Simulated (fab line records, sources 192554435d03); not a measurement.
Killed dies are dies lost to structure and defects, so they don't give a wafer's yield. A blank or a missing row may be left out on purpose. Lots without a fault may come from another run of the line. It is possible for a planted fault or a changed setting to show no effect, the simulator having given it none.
The tool behind it: which one? || flow n5 finfet || 9 lots with 25 wafers sampled at 4 steps, on a route of 1938 steps

## WHAT THE GAUGES READ, wafer by wafer
N5_BEOL_M1_THK_MEAS_01.
{"lot": "L636", "measured": "day 5 18:14", "on": "film metro-02", "M1_ILD_THK (nm)": "78.1 78.5 79.7"}
{"lot": "L638", "measured": "day 6 08:14", "on": "film metro-01", "M1_ILD_THK (nm)": "78.2 78.4 77.1"}
{"lot": "L642", "measured": "day 7 11:07", "on": "film metro-01", "M1_ILD_THK (nm)": "79.6 78.5 78.4"}
{"lot": "L645", "measured": "day 8 08:13", "on": "film metro-02", "M1_ILD_THK (nm)": "80.1 80.1 81.2"}
{"lot": "L647", "measured": "day 9 01:16", "on": "film metro-01", "M1_ILD_THK (nm)": "79.5 79.3 80.1"}
{"lot": "L655", "measured": "day 10 20:10", "on": "film metro-01", "M1_ILD_THK (nm)": "80.1 49.1"}
{"lot": "L656", "measured": "day 11 07:25", "on": "film metro-01", "M1_ILD_THK (nm)": "47.9 79.7"}
{"lot": "L658", "measured": "day 11 15:55", "on": "film metro-02", "M1_ILD_THK (nm)": "79.4 79.5 80.9"}
{"lot": "L659", "measured": "day 12 00:53", "on": "film metro-01", "M1_ILD_THK (nm)": "78.0 79.2 79.5"}

## WHICH TOOL RAN EACH LOT (tool, then ch and the chambers of the sampled wafers, then the start)
{"lot": "L636", "N5_BEOL_M0_STRIP_142": "rie diel-05 ch 1,2,3, day 5 15:32", "N5_BEOL_M0_SPUTTER_132": "pvd sputter-02, day 5 16:50", "N5_BEOL_M1_ILD_DEP_00": "pecvd-01 ch 1,2, day 5 18:11"}
{"lot": "L638", "N5_BEOL_M0_STRIP_142": "rie diel-01 ch 1,3, day 6 05:23", "N5_BEOL_M0_SPUTTER_132": "pvd sputter-01, day 6 06:46", "N5_BEOL_M1_ILD_DEP_00": "pecvd-04 ch 0,2, day 6 08:10"}
{"lot": "L642", "N5_BEOL_M0_STRIP_142": "rie diel-05 ch 2,3, day 7 06:51", "N5_BEOL_M0_SPUTTER_132": "pvd sputter-01, day 7 09:31", "N5_BEOL_M1_ILD_DEP_00": "pecvd-01 ch 0,1,2, day 7 11:03"}
{"lot": "L645", "N5_BEOL_M0_STRIP_142": "rie diel-01 ch 0,2,3, day 8 03:52", "N5_BEOL_M0_SPUTTER_132": "pvd sputter-03, day 8 06:39", "N5_BEOL_M1_ILD_DEP_00": "pecvd-01 ch 1,2, day 8 08:08"}
{"lot": "L647", "N5_BEOL_M0_STRIP_142": "rie diel-03 ch 0,2,3, day 8 21:12", "N5_BEOL_M0_SPUTTER_132": "pvd sputter-02, day 8 23:40", "N5_BEOL_M1_ILD_DEP_00": "pecvd-01 ch 0,1, day 9 01:11"}
{"lot": "L655", "N5_BEOL_M0_STRIP_142": "rie diel-03 ch 2,3, day 10 16:06", "N5_BEOL_M0_SPUTTER_132": "pvd sputter-03, day 10 17:42", "N5_BEOL_M1_ILD_DEP_00": "pecvd-01 ch 0,2, day 10 20:06"}
{"lot": "L656", "N5_BEOL_M0_STRIP_142": "rie diel-03 ch 1,3, day 11 03:31", "N5_BEOL_M0_SPUTTER_132": "pvd sputter-02, day 11 05:59", "N5_BEOL_M1_ILD_DEP_00": "pecvd-01 ch 0, day 11 07:21"}
{"lot": "L658", "N5_BEOL_M0_STRIP_142": "rie diel-03 ch 0,1,3, day 11 12:56", "N5_BEOL_M0_SPUTTER_132": "pvd sputter-01, day 11 14:28", "N5_BEOL_M1_ILD_DEP_00": "pecvd-03 ch 0,1, day 11 15:50"}
{"lot": "L659", "N5_BEOL_M0_STRIP_142": "rie diel-01 ch 0,2,3, day 11 19:22", "N5_BEOL_M0_SPUTTER_132": "pvd sputter-02, day 11 23:04", "N5_BEOL_M1_ILD_DEP_00": "pecvd-03 ch 0,1, day 12 00:50"}
- N5_BEOL_M0_STRIP_142: strips in N2/H2, time 10 s.
- N5_BEOL_M0_SPUTTER_132: material Cu, target thk 4 nm, time 7.37 s.
- N5_BEOL_M1_ILD_DEP_00: deposits SiOC from DEMS/O2, target thk 79 nm, time 15.3 s.

## THE ANSWER, worked out from the rows above alone
Rule: usual is defined by the lots themselves. The widest of any qualifying gaps counts: lots, ordered by their means at a reading, are off when they make up no more than a third of the lots, leave a main group of 4 or more, and stand apart from it by 3 or more times the standard deviation of that group's means. A main group is skipped when, at the precision printed for the reading in the tables above, its means are all equal. Also off: a lot with no number at a reading for which 4 or more lots have one. All remaining lots with rows at the step are treated as sound.
Off: at N5_BEOL_M1_THK_MEAS_01 (M1_ILD_THK), L655, L656. For the main group the mean is 79.2 nm and the standard deviation 0.8.
If a tool, at a process step before that reading, ran all the lots that are off and no sound lot after the first of them, it fits. Those tools and the gauges at N5_BEOL_M1_THK_MEAS_01 are tried in the same way. One candidate fits, namely pecvd-01 at N5_BEOL_M1_ILD_DEP_00. A fault onset in the window from L647 (day 9 01:11, its last sound lot) to L655 (day 10 20:06, its first lot off) fits.

## WHAT THE SIMULATOR HAD PUT IN
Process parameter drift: pecvd-01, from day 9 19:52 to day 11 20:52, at N5_BEOL_M1_ILD_DEP_00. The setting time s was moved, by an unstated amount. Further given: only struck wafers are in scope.
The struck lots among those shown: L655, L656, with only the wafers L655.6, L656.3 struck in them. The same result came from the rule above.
